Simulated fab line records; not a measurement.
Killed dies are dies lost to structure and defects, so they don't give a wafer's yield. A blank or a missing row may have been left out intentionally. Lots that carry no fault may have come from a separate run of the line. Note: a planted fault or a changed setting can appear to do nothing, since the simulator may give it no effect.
fab line records	flow n5-finfet
[record] lots = 7	wafers = 39
route steps=1938 shown WELL_APT@55 FIN_SAQP@96 DUMMY_GATE@237 SPACER0@260 SD_EPI_N@262 HKMG_FIN@438
start-h: the number of hours between the record's first day and the start of the first shown wafer of the lot	wait-h: how many hours have passed since the lot's step before this one	" as in the row above	L1.1+2: a row that stands for several wafers	- no value, or no start was given	* or withheld: withheld	< > ~ a bound
route shown NAME@n: NAME is a module with steps in the file, n the number in the route of the first one	usual: mean and standard deviation over wafers with no fault	same: alike in all rows	chamber/n: place in a boat	sites: readings site by site	_std_site: how widely they spread, as a standard deviation	_edge_site: outer sites' mean less inner sites'	radius-mm: for every site, how far away it sits from the centre of the wafer	mask NAME#n: copy n	behind: the most recent tool/chamber to have shaped the wafer	hold: the reason the lot was held/the length of the hold in hours/how it ended	device: transistor that didn't switch, given as n, p or np	end of line: tests run on the same wafers once the route is complete	a step given without rows: its recipe and nothing more	killed: dies that structure and defects cost at the first sort, which is not the same as the wafer's yield	map: a wafer's dies, marking killed ones x, the rest . and places with no die _
set.NAME: the setting that was run; set.NAME@STEP: the one run at that earlier step	model.NAME: the simulator's own value behind a step, which no gauge read
lots where settings were altered on purpose, with a table for each step and a row for each wafer
[[steps]]
[step N5_WELL_APT_EPI_41]
[recipe] material = Si	target-thk-a = 500	temp-c = 650	precursor = SiH4/H2	pressure-torr = 20	time-s = 297.7
lot.wafer	tool	chamber	start-h	wait-h	set.target-thk-a	model.Si_of_WELL_APT_EPI_41.thk-nm
L077.1	epi-rpcvd-01	0	34.14	0.0	532.9	53.96
L077.2	"	0	"	"	532.9	54.35
L077.3	"	0	"	"	500	51.47
L077.4	"	0	"	"	500	51.54
L077.5	"	0	"	"	500	50.88
L077.6	"	0	"	"	532.9	54.62
L082.1	epi-rpcvd-01	0	64.30	0.0	479.8	48.19
L082.2	"	0	"	"	479.8	48.75
L082.3	"	0	"	"	500	49.78
L082.4	"	0	"	"	479.8	47.77
L082.5	"	0	"	"	500	50.03
L082.6	"	0	"	"	500	49.84
L087.1	epi-rpcvd-02	0	94.23	0.0	514.6	51.74
L087.2	"	0	"	"	500	49.07
L087.3	"	0	"	"	514.6	50.44
L087.4	"	0	"	"	500	49.67
L087.5	"	0	"	"	514.6	50.81
L087.6	"	0	"	"	500	49.15
L089.1	epi-rpcvd-02	0	106.53	0.0	500	51.27
L089.2	"	0	"	"	500	51.13
L089.3	"	0	"	"	473.6	48.9
L089.4	"	0	"	"	473.6	49.26
L089.5	"	0	"	"	473.6	48.62
L089.6	"	0	"	"	500	51.28
L090.1	epi-rpcvd-02	0	112.48	0.0	500	50.2
L090.2	"	0	"	"	500	50.46
L090.3	"	0	"	"	461.1	46.72
L090.4	"	0	"	"	500	50.26
L090.5	"	0	"	"	461.1	47.07
L090.6	"	0	"	"	461.1	46.46
L094.1	epi-rpcvd-01	0	135.92	0.0	500	49.96
L094.2	"	0	"	"	500	49.89
L094.3	"	0	"	"	500	50.12
L094.4	"	0	"	"	500	49.86
L094.5	"	0	"	"	500	50.15
L094.6	"	0	"	"	500	50.28
L097.1	epi-rpcvd-04	0	155.24	0.0	500	49.04
L097.3	"	0	"	"	500	49.1
L097.6	"	0	"	"	500	49.43
[step N5_FIN_SAQP_HM_DEP_03]
[recipe] material = SiNx	target-thk-a = 380	temp-c = 400	precursor = SiH4/NH3/N2	pressure-torr = 1.5	rf-w = 300	time-s = 33.6
lot.wafer	tool	chamber	start-h	wait-h	set.time-s	model.SiNx_of_FIN_SAQP_HM_DEP_03.thk-nm
L077.1	pecvd-02	1	40.49	0.2	28.67	31.57
L077.2	"	0	"	"	33.6	37.76
L077.3	"	1	"	"	28.67	31.75
L077.4	"	0	"	"	33.6	38.24
L077.5	"	1	"	"	28.67	31.93
L077.6	"	0	"	"	33.6	38.38
L082.1	pecvd-01	0	69.70	0.2	33.6	36.29
L082.2	"	1	"	"	33.6	36.73
L082.3	"	2	"	"	29.59	32.85
L082.4	"	2	"	"	29.59	33.19
L082.5	"	1	"	"	29.59	33.37
L082.6	"	0	"	"	33.6	36.59
L087.1	pecvd-02	0	99.26	0.2	36.75	41.96
L087.2	"	1	"	"	36.75	40.73
L087.3	"	1	"	"	33.6	37.9
L087.4	"	0	"	"	33.6	38.38
L087.5	"	1	"	"	36.75	41.89
L087.6	"	0	"	"	33.6	39.05
L089.1	pecvd-01	2	110.97	0.2	33.6	37.33
L089.2	"	0	"	"	35.22	39.02
L089.3	"	1	"	"	35.22	39.14
L089.4	"	1	"	"	35.22	39.52
L089.5	"	2	"	"	33.6	38.09
L089.6	"	0	"	"	33.6	37.69
L090.1	pecvd-01	0	116.89	0.2	31.75	34.85
L090.2	"	1	"	"	31.75	35
L090.3	"	2	"	"	33.6	37.19
L090.4	"	0	"	"	33.6	37.53
L090.5	"	1	"	"	33.6	37.52
L090.6	"	2	"	"	31.75	35.39
L094.1	pecvd-04	1	140.78	0.2	33.6	38.8
L094.2	"	2	"	"	33.6	37.98
L094.3	"	0	"	"	33.6	38.68
L094.4+5	"	1,0	"	"	33.6	39.01
L094.6	"	2	"	"	33.6	38.4
L097.1	pecvd-02	0	159.90	0.2	33.6	37.55
L097.3	"	1	"	"	33.6	36.93
L097.6	"	2	"	"	33.6	38.98
[step N5_FIN_SAQP_THK_MEAS_05]
[usual] thk-nm = 38.0/0.6
lot.wafer	tool	chamber	start-h	wait-h	set.time-s@FIN_SAQP_HM_DEP_03	thk-nm
L077.1	film-metro-01	-	40.60	0.1	28.67	31.6
L077.2	"	-	"	"	33.6	37.8
L077.3	"	-	"	"	28.67	31.8
L077.4	"	-	"	"	33.6	38.2
L077.5	"	-	"	"	28.67	31.9
L077.6	"	-	"	"	33.6	38.4
L082.1	film-metro-02	-	69.79	0.1	33.6	36.3
L082.2	"	-	"	"	33.6	36.7
L082.3	"	-	"	"	29.59	32.8
L082.4	"	-	"	"	29.59	33.2
L082.5	"	-	"	"	29.59	33.4
L082.6	"	-	"	"	33.6	36.6
L087.1	film-metro-01	-	99.37	0.1	36.75	42.0
L087.2	"	-	"	"	36.75	40.7
L087.3	"	-	"	"	33.6	37.9
L087.4	"	-	"	"	33.6	38.3
L087.5	"	-	"	"	36.75	41.9
L087.6	"	-	"	"	33.6	39.1
L089.1	film-metro-02	-	111.05	0.1	33.6	37.3
L089.2	"	-	"	"	35.22	39.1
L089.3	"	-	"	"	35.22	39.1
L089.4	"	-	"	"	35.22	39.5
L089.5	"	-	"	"	33.6	38.1
L089.6	"	-	"	"	33.6	37.7
L090.1	film-metro-01	-	116.98	0.1	31.75	34.9
L090.2	"	-	"	"	31.75	35.0
L090.3	"	-	"	"	33.6	37.2
L090.4	"	-	"	"	33.6	37.5
L090.5	"	-	"	"	33.6	37.5
L090.6	"	-	"	"	31.75	35.4
L094.1	film-metro-01	-	140.86	0.1	33.6	38.9
L094.2	"	-	"	"	33.6	38.0
L094.3	"	-	"	"	33.6	38.7
L094.4	"	-	"	"	33.6	39.0
L094.5	"	-	"	"	33.6	39.0
L094.6	"	-	"	"	33.6	38.4
L097.1	film-metro-02	-	159.98	0.1	33.6	37.6
L097.3	"	-	"	"	33.6	36.9
L097.6	"	-	"	"	33.6	39.0
[step N5_FIN_SAQP_PECVD_47]
[recipe] material = a-Si	target-thk-a = 450	temp-c = 400	precursor = SiH4/He	pressure-torr = 3	rf-w = 100	time-s = 36.3
[step N5_FIN_SAQP_PECVD_48]
[recipe] material = SiNx	target-thk-a = 250	temp-c = 400	precursor = SiH4/NH3/N2	pressure-torr = 1.5	rf-w = 300	time-s = 22.1
[step N5_FIN_SAQP_ETCH_57]
[recipe] chemistry = CH3F/O2	target = SiNx	mask-material = SiO2	target-depth-a = 325	time-s = 46.4	pressure-mtorr = 30	source-w = 395	bias-w = 73	Ar_flow_sccm = 150	CH3F_flow_sccm = 30	O2_flow_sccm = 20	ion-energy-ev = 120	ends = cleared
[step N5_FIN_SAQP_ETCH_65]
[recipe] chemistry = CF4	target = SiO2	target-depth-a = 40	ion-energy-ev = 350	time-s = 4.4	pressure-mtorr = 10	icp-w = 800	bias-w = 400	cf4-flow-sccm = 80
[step N5_FIN_SAQP_MANDREL_ETCH_58]
[recipe] chemistry = HBr/Cl2	target = a-Si	target-depth-a = 450	bt-time-s = 10	stop-on = SiNx	mask-material = SiO2	over-etch-frac = 0.8	time-s = 27	pressure-mtorr = 10	icp-w = 800	bias-w = 75	HBr_flow_sccm = 150	Cl2_flow_sccm = 80	ends = end-point
lot.wafer	tool	chamber	start-h	wait-h	set.time-s@FIN_SAQP_HM_DEP_03	model.SiNx_of_FIN_SAQP_HM_DEP_03.thk-nm
L077.1	rie-si-02	2	44.32	0.0	28.67	31.4
L077.2	"	0	"	"	33.6	37.8
L077.3	"	1	"	"	28.67	31.75
L077.4	"	3	"	"	33.6	38.24
L077.5	"	0	"	"	28.67	32
L077.6	"	1	"	"	33.6	38.38
L082.1	rie-si-02	2	73.40	0.0	33.6	36.2
L082.2	"	3	"	"	33.6	36.73
L082.3	"	1	"	"	29.59	32.85
L082.4	"	0	"	"	29.59	33.2
L082.5	"	1	"	"	29.59	33.37
L082.6	"	2	"	"	33.6	36.4
L087.1	rie-si-04	2	102.40	0.0	36.75	42
L087.2	"	0	"	"	36.75	40.6
L087.3	"	3	"	"	33.6	37.8
L087.4	"	1	"	"	33.6	38.38
L087.5	"	2	"	"	36.75	41.8
L087.6	"	1	"	"	33.6	39.05
L089.1	rie-si-02	1	114.00	0.0	33.6	37.33
L089.2+3	"	0,2	"	"	35.22	39
L089.4	"	3	"	"	35.22	39.52
L089.5	"	2	"	"	33.6	38
L089.6	"	3	"	"	33.6	37.69
L090.1	rie-si-02	3	119.90	0.0	31.75	34.85
L090.2	"	0	"	"	31.75	35
L090.3	"	2	"	"	33.6	37
L090.4	"	1	"	"	33.6	37.53
L090.5	"	2	"	"	33.6	37.4
L090.6	"	3	"	"	31.75	35.39
L094.1+4	rie-si-02	3,2	144.20	0.0	33.6	38.8
L094.2	"	0	"	"	33.6	38
L094.3	"	1	"	"	33.6	38.68
L094.5	"	1	"	"	33.6	39.01
L094.6	"	2	"	"	33.6	38.2
L097.1	rie-si-04	2	163.14	0.0	33.6	37.6
L097.3	"	0	"	"	33.6	36.8
L097.6	"	2	"	"	33.6	39
[step N5_FIN_SAQP_RECESS_63]
[recipe] chemistry = HF/NH3	target = SiO2	target-depth-a = 180	afs-cycles = 3	temp-c = 30	sublimation-temp-c = 180	sublimation-time-s = 60
[step N5_FIN_SAQP_COAT_68]
[recipe] resist = SOC	temp-c = 250	time-s = 60	spin-rpm = 1500	resist-thk-nm = 100
[step N5_FIN_SAQP_MANDREL2_REMOVE_60]
[recipe] chemistry = HBr/Cl2/O2	bt-time-s = 10	target = a-Si	stop-on = SiNx	endpoint = OES-SiCl	over-etch-frac = 1	icp-w = 600	bias-w = 22	HBr_flow_sccm = 150	Cl2_flow_sccm = 80	O2_flow_sccm = 5	pressure-mtorr = 10
[step N5_FIN_SAQP_HM_OPEN_33]
[recipe] chemistry = CH3F/O2	target = SiNx	mask-material = SiO2	target-depth-a = 494	time-s = 70.6	pressure-mtorr = 30	source-w = 395	bias-w = 73	Ar_flow_sccm = 150	CH3F_flow_sccm = 30	O2_flow_sccm = 20	ion-energy-ev = 120	ends = cleared
[usual] etch-rf-on-time-s = 69.4/1.9
lot.wafer	tool	chamber	start-h	wait-h	set.time-s@FIN_SAQP_HM_DEP_03	etch-rf-on-time-s	model.etch.depth-nm
L077.1	rie-diel-03	0	46.08	0.2	28.67	57.7	30.8
L077.2	"	3	"	"	33.6	66.9	37.13
L077.3	"	2	"	"	28.67	58.6	31.13
L077.4	"	1	"	"	33.6	68.0	37.62
L077.5	"	3	"	"	28.67	56.9	31.3
L077.6	"	0	"	"	33.6	70.4	37.75
L082.1	rie-diel-01	2	76.43	0.0	33.6	66.2	35.52
L082.2	"	0	"	"	33.6	69.4	36.1
L082.3	"	1	"	"	29.59	58.9	32.22
L082.4	"	3	"	"	29.59	61.1	32.55
L082.5	"	3	"	"	29.59	60.9	32.75
L082.6	"	2	"	"	33.6	67.2	35.82
L087.1	rie-diel-03	2	103.90	0.0	36.75	78.3	41.29
L087.2	"	1	"	"	36.75	73.3	40.05
L087.3	"	3	"	"	33.6	68.5	37.24
L087.4	"	0	"	"	33.6	71.4	37.75
L087.5	"	1	"	"	36.75	74.9	41.22
L087.6	"	0	"	"	33.6	73.2	38.42
L089.1	rie-diel-01	2	115.41	0.0	33.6	68.3	36.7
L089.2	"	3	"	"	35.22	69.2	38.38
L089.3	"	1	"	"	35.22	69.7	38.38
L089.4	"	2	"	"	35.22	72.2	38.89
L089.5	"	1	"	"	33.6	68.0	37.32
L089.6	"	3	"	"	33.6	67.3	37.06
L090.1	rie-diel-05	0	121.37	0.0	31.75	63.7	34.22
L090.2	"	3	"	"	31.75	62.4	34.36
L090.3	"	2	"	"	33.6	68.2	36.42
L090.4	"	1	"	"	33.6	71.1	36.9
L090.5	"	1	"	"	33.6	70.7	36.76
L090.6	"	2	"	"	31.75	64.5	34.76
L094.1	rie-diel-03	1	145.81	0.0	33.6	69.3	38.17
L094.2	"	3	"	"	33.6	68.3	37.34
L094.3	"	2	"	"	33.6	72.3	38.06
L094.4	"	3	"	"	33.6	69.3	38.24
L094.5	"	1	"	"	33.6	69.9	38.38
L094.6	"	2	"	"	33.6	72.0	37.63
L097.1	rie-diel-01	0	164.83	0.2	33.6	69.1	36.88
L097.3	"	2	"	"	33.6	66.2	36.26
L097.6	"	0	"	"	33.6	71.9	38.31
[step N5_DUMMY_GATE_ETCH_37]
[recipe] chemistry = N2/H2	target = SOC	target-depth-a = 600	overetch-a = 300	temp-c = 40	ion-energy-ev = 200	pressure-mtorr = 30	source-w = 840	bias-w = 150	n2-flow-sccm = 200	h2-flow-sccm = 200
[usual] rf-vpp-V = 523.7/2.2
lot.wafer	tool	chamber	start-h	wait-h	set.source-w	rf-vpp-V
L077.1	rie-diel-02	1	65.65	0.0	787.9	538.4
L077.2	"	3	"	"	840	522.9
L077.3	"	2	"	"	840	522.3
L077.4	"	0	"	"	787.9	536.4
L077.5	"	3	"	"	787.9	532.6
L077.6	"	2	"	"	840	521.2
L082.1	rie-diel-02	1	96.12	0.0	840	526.2
L082.2	"	0	"	"	704	557.2
L082.3	"	2	"	"	840	523.0
L082.4	"	3	"	"	840	520.8
L082.5	"	2	"	"	704	553.5
L082.6	"	3	"	"	704	552.3
L087.1	rie-diel-02	1	124.37	0.0	840	527.6
L087.2	"	0	"	"	840	525.5
L087.3	"	2	"	"	840	523.1
L087.4	"	0	"	"	840	525.2
L087.5	"	2	"	"	840	521.2
L087.6	"	1	"	"	840	525.6
L089.1	rie-diel-02	1	134.88	0.0	764.5	543.8
L089.2	"	2	"	"	764.5	539.7
L089.3	"	0	"	"	764.5	541.6
L089.4	"	3	"	"	840	521.0
L089.5	"	3	"	"	840	520.2
L089.6	"	2	"	"	840	521.7
L090.1	rie-diel-04	0	141.05	0.0	884	513.3
L090.2	"	1	"	"	840	525.8
L090.3	"	2	"	"	884	510.8
L090.4	"	3	"	"	840	522.5
L090.5	"	3	"	"	840	522.1
L090.6	"	2	"	"	884	511.9
L094.1	rie-diel-06	2	167.34	0.0	901.3	509.4
L094.2	"	3	"	"	901.3	512.7
L094.3	"	0	"	"	840	525.7
L094.4	"	3	"	"	901.3	510.4
L094.5	"	0	"	"	840	525.6
L094.6	"	2	"	"	840	521.8
L097.1	rie-diel-02	0	185.19	0.0	840	525.6
L097.3	"	2	"	"	840	520.1
L097.6	"	0	"	"	840	525.3
[step N5_SPACER0_ALD_08]
[recipe] material = SiNx	target-thk-a = 20	temp-c = 400	ald-precursor-family = SiH2I2	ald-co-reactant = N2/H2-plasma	pressure-torr = 2
lot.wafer	tool	chamber	start-h	wait-h	set.target-thk-a
L077.1+3+6	ald-sin-01	3,0,1	67.52	0.1	22.17
L077.2+4+5	"	2,1,0	"	"	20
L082.1+3+6	ald-sin-03	1,2,2	98.05	0.1	20
L082.2+4+5	"	0,3,1	"	"	22.5
L087.1+4+5	ald-sin-03	2,1,3	126.58	0.1	20
L087.2+3+6	"	3,0,2	"	"	19.07
L089.1+3+6	ald-sin-03	2,3,2	136.33	0.1	20
L089.2+4+5	"	1,3,1	"	"	17.19
L090.1+3+5	ald-sin-01	0,3,2	142.51	0.1	20
L090.2+4+6	"	2,1,1	"	"	17.42
L094.1+2+3+4+5+6	ald-sin-01	3,0,2,1,3,0	168.96	0.1	20
L097.1+3+6	ald-sin-02	0,1,2	186.80	0.1	20
[step N5_SD_EPI_N_COAT_32]
[recipe] resist = SOC	temp-c = 250	time-s = 60	spin-rpm = 1500	resist-thk-nm = 350
[step N5_SD_EPI_N_SD_RECESS_17]
[recipe] chemistry = HBr/Cl2/O2	target-depth-a = 410	mask-material = SOC	time-s = 23.7	bt-time-s = 3	pressure-mtorr = 10	icp-w = 800	bias-w = 112	HBr_flow_sccm = 150	Cl2_flow_sccm = 80	O2_flow_sccm = 12
[step N5_SD_EPI_N_STRIP_38]
[recipe] chemistry = N2/H2	power-w = 1000	temp-c = 250	h2-frac = 0.65	overash-fraction = 0.3	pressure-mtorr = withheld	n2-flow-sccm = 1750	h2-flow-sccm = 3250
[step N5_SD_EPI_N_WET_ETCH_43]
[recipe] chemistry = dHF	dilution = withheld	time-s = 14	target = SiO2	target-depth-a = 15	temp-c = 25
lot.wafer	tool	chamber	start-h	wait-h	set.target-thk-a@SPACER0_ALD_08	model.SiNx_of_SPACER0_ALD_08.thk-nm
L077.1+3+6	wet-bench-01	2,5,4	68.91	-	22.17	1.8
L077.2+4+5	"	7,6,3	"	"	20	1.6
L082.1+3+6	wet-bench-03	3,2,1	99.44	-	20	1.6
L082.2+4+5	"	0,6,7	"	"	22.5	1.8
L087.1+4+5	wet-bench-03	0,5,7	128.10	-	20	1.6
L087.2+3+6	"	6,1,4	"	"	19.07	1.4
L089.1	wet-bench-01	6	138.04	-	20	1.4
L089.2+4+5	"	3,0,7	"	"	17.19	1.2
L089.3+6	"	4,5	"	"	20	1.6
L090.1+3+5	wet-bench-03	7,3,0	143.91	-	20	1.6
L090.2+4+6	"	6,2,1	"	"	17.42	1.2
L094.1+2+3+4+5+6	wet-bench-02	3,7,4,6,0,5	170.85	-	20	1.6
L097.1+3+6	wet-bench-01	2,0,6	188.20	-	20	1.6
[step N5_SD_EPI_N_STRIP_18]
[recipe] chemistry = SPM	time-s = 750	temp-c = 130	h2so4-h2o2-vol-ratio = 4
[step N5_SD_EPI_N_SRD_20]
[recipe] dry = ipa-marangoni	do-ppb = 5	time-s = 30	temp-c = 23	rinse-liquid = diw
[step N5_SD_EPI_N_PRECLEAN_48]
[recipe] chemistry = NF3:NH3	afs-cycles = 2	temp-c = 30	time-s = 20	sublimation-temp-c = 180	sublimation-time-s = 60	pressure-torr = 3	rf-power-w = 30
lot.wafer	tool	chamber	start-h	wait-h	set.target-thk-a@SPACER0_ALD_08	model.SiNx_of_SPACER0_ALD_08.thk-nm
L077.1+6	epi-rpcvd-03	0	69.20	0.0	22.17	1.6
L077.2+4+5	"	0	"	"	20	1.2
L077.3	"	0	"	"	22.17	1.4
L082.1+3+6	epi-rpcvd-04	0	99.72	0.0	20	1.2
L082.2+4+5	"	0	"	"	22.5	1.6
L087.1	epi-rpcvd-03	0	128.36	0.0	20	1.2
L087.2+3+6	"	0	"	"	19.07	1.2
L087.4+5	"	0	"	"	20	1.4
L089.1+3+6	epi-rpcvd-04	0	138.30	0.0	20	1.2
L089.2+4+5	"	0	"	"	17.19	1
L090.1+3+5	epi-rpcvd-01	0	144.17	0.0	20	1.4
L090.2+4+6	"	0	"	"	17.42	1
L094.1+2+3+6	epi-rpcvd-04	0	171.11	0.0	20	1.2
L094.4+5	"	0	"	"	20	1.4
L097.1+3+6	epi-rpcvd-04	0	188.46	0.0	20	1.2
[step N5_SD_EPI_N_VAPOR_ETCH_50]
[recipe] chemistry = HCl	target = Si	temp-c = 775	time-s = 54	pressure-torr = 20	mode = isotropic
[step N5_SD_EPI_N_EPI_21]
[recipe] material = Si:P	dopant = P	temp-c = 680	pressure-torr = 255	time-s = 690
[step N5_SD_EPI_N_PRECLEAN_24]
[recipe] chemistry = O3/DIW	time-s = 60	temp-c = 22	o3-ppm = 10
[step N5_SD_EPI_N_SRD_25]
[recipe] time-s = 30	temp-c = 23	rinse-liquid = diw	dry = ipa-marangoni
[step N5_SD_EPI_N_PRECLEAN_49]
[recipe] chemistry = NF3:NH3	afs-cycles = 1	temp-c = 30	time-s = 20	sublimation-temp-c = 180	sublimation-time-s = 60	pressure-torr = 3	rf-power-w = 30
lot.wafer	tool	chamber	start-h	wait-h	set.target-thk-a@SPACER0_ALD_08	model.SiNx_of_SPACER0_ALD_08.thk-nm
L077.1+6	remote-plasma-01	1	71.56	0.0	22.17	1.4
L077.2+4+5	"	1	"	"	20	1
L077.3	"	1	"	"	22.17	1.2
L082.1+3+6	remote-plasma-01	0	102.85	0.0	20	1
L082.2+4+5	"	0	"	"	22.5	1.4
L087.1	remote-plasma-01	1	130.72	0.0	20	1
L087.2+3+6	"	1	"	"	19.07	1
L087.4+5	"	1	"	"	20	1.2
L089.1+3+6	remote-plasma-01	0	141.42	0.0	20	1
L089.2+4+5	"	0	"	"	17.19	0.8
L090.1+5	remote-plasma-02	1	147.28	0.0	20	1
L090.2+4+6	"	1	"	"	17.42	0.8
L090.3	"	1	"	"	20	1.2
L094.1+2+3+4+6	remote-plasma-02	0	173.49	0.0	20	1
L094.5	"	0	"	"	20	1.2
L097.1+3+6	remote-plasma-02	1	190.82	0.0	20	1
[step N5_HKMG_FIN_ETCH_35]
[recipe] chemistry = N2/H2	target = SOC	target-depth-a = 2158	ion-energy-ev = 65	bias-w = 5	source-w = 3000	time-s = 243.4	pressure-mtorr = 30	n2-flow-sccm = 200	h2-flow-sccm = 200
lot.wafer	tool	chamber	start-h	wait-h	set.time-s	model.HKMG_FIN.feature-depth-nm	model.etch.depth-nm	model.SOC_of_HKMG_FIN_COAT_29.thk-nm
L077.1	rie-diel-05	3	93.29	0.0	243.4	224.2	224.1	75.6
L077.2	"	1	"	"	243.4	207.6	207.5	92.2
L077.3	"	2	"	"	197	174.4	174.4	126
L077.4	"	0	"	"	243.4	214.8	214.9	84.2
L077.5	"	2	"	"	197	173.4	173.3	126.2
L077.6	"	3	"	"	197	181.6	181.5	117.8
L082.1	rie-diel-01	1	125.78	0.0	243.4	226	226.1	73.6
L082.2	"	3	"	"	243.4	227.6	227.7	71.6
L082.3	"	0	"	"	207	180.2	180.3	119.6
L082.4	"	3	"	"	207	192.2	192.3	108.2
L082.5	"	1	"	"	207	192.4	192.3	108
L082.6	"	0	"	"	243.4	213	213	87.2
L087.1	rie-diel-05	0	153.47	0.0	209.2	184	184	116
L087.2	"	2	"	"	209.2	184.2	184.1	115.8
L087.3	"	3	"	"	243.4	221.8	221.7	78.6
L087.4	"	1	"	"	243.4	211	211	88.8
L087.5	"	1	"	"	243.4	210	210.1	90
L087.6	"	2	"	"	209.2	183	183	117.4
L089.1	rie-diel-03	1	163.95	0.0	243.4	225.6	225.6	74.4
L089.2	"	2	"	"	243.4	210.2	210.2	89.6
L089.3	"	3	"	"	296.7	270.2	270.3	29.2
L089.4	"	3	"	"	296.7	270.8	270.9	28.2
L089.5	"	2	"	"	243.4	210.2	210.3	90
L089.6	"	1	"	"	296.7	275.4	275.5	24.8
L090.1	rie-diel-01	2	170.45	0.0	243.4	218.6	218.6	81.8
L090.2	"	0	"	"	279.2	243.4	243.3	57.2
L090.3	"	1	"	"	279.2	256.6	256.6	42.6
L090.4	"	3	"	"	243.4	224.8	224.8	74.8
L090.5	"	3	"	"	279.2	256.8	256.8	42.8
L090.6	"	2	"	"	243.4	221	221	78.6
L094.1	rie-diel-01	3	196.22	0.0	243.4	224	224.1	75.8
L094.2	"	0	"	"	243.4	210	210	90.2
L094.3	"	1	"	"	243.4	223.8	223.9	75.6
L094.4	"	1	"	"	243.4	222.2	222.2	77.6
L094.5	"	3	"	"	243.4	226.2	226.2	73.2
L094.6	"	0	"	"	243.4	212	212.1	88
L097.1	rie-diel-05	0	214.11	0.0	243.4	214	214	86.4
L097.3	"	1	"	"	243.4	215.6	215.7	85.2
L097.6	"	1	"	"	243.4	214.6	214.6	85.8
[[key]]
[split] step = N5_WELL_APT_EPI_41	setting = target-thk-a	stated = 500	by = wafer
[response] step = N5_WELL_APT_EPI_41	reading = model.Si_of_WELL_APT_EPI_41.thk-nm	change = +0.455	per = 1%	r = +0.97
[split] step = N5_FIN_SAQP_HM_DEP_03	setting = time-s	stated = 33.6	by = wafer
[response] step = N5_FIN_SAQP_HM_DEP_03	reading = model.SiNx_of_FIN_SAQP_HM_DEP_03.thk-nm	change = +0.367	per = 1%	r = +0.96
[response] step = N5_FIN_SAQP_THK_MEAS_05	reading = thk-nm	change = *	per = 1%	r = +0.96
[response] step = N5_FIN_SAQP_MANDREL_ETCH_58	reading = model.SiNx_of_FIN_SAQP_HM_DEP_03.thk-nm	change = +0.364	per = 1%	r = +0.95
[response] step = N5_FIN_SAQP_HM_OPEN_33	reading = etch-rf-on-time-s	change = *	per = 1%	r = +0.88
[response] step = N5_FIN_SAQP_HM_OPEN_33	reading = model.etch.depth-nm	change = +0.365	per = 1%	r = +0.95
[split] step = N5_DUMMY_GATE_ETCH_37	setting = source-w	stated = 840	by = wafer
[response] step = N5_DUMMY_GATE_ETCH_37	reading = rf-vpp-V	change = -2.01	per = 1%	r = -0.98
[split] step = N5_SPACER0_ALD_08	setting = target-thk-a	stated = 20	by = wafer
[response] step = N5_SD_EPI_N_WET_ETCH_43	reading = model.SiNx_of_SPACER0_ALD_08.thk-nm	change = +0.0234	per = 1%	r = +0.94
[response] step = N5_SD_EPI_N_PRECLEAN_48	reading = model.SiNx_of_SPACER0_ALD_08.thk-nm	change = +0.0261	per = 1%	r = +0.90
[response] step = N5_SD_EPI_N_PRECLEAN_49	reading = model.SiNx_of_SPACER0_ALD_08.thk-nm	change = +0.0235	per = 1%	r = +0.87
[split] step = N5_HKMG_FIN_ETCH_35	setting = time-s	stated = 243.4	by = wafer
[response] step = N5_HKMG_FIN_ETCH_35	reading = model.HKMG_FIN.feature-depth-nm	change = +2.28	per = 1%	r = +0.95
[response] step = N5_HKMG_FIN_ETCH_35	reading = model.etch.depth-nm	change = +2.28	per = 1%	r = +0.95
[response] step = N5_HKMG_FIN_ETCH_35	reading = model.SOC_of_HKMG_FIN_COAT_29.thk-nm	change = -2.3	per = 1%	r = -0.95
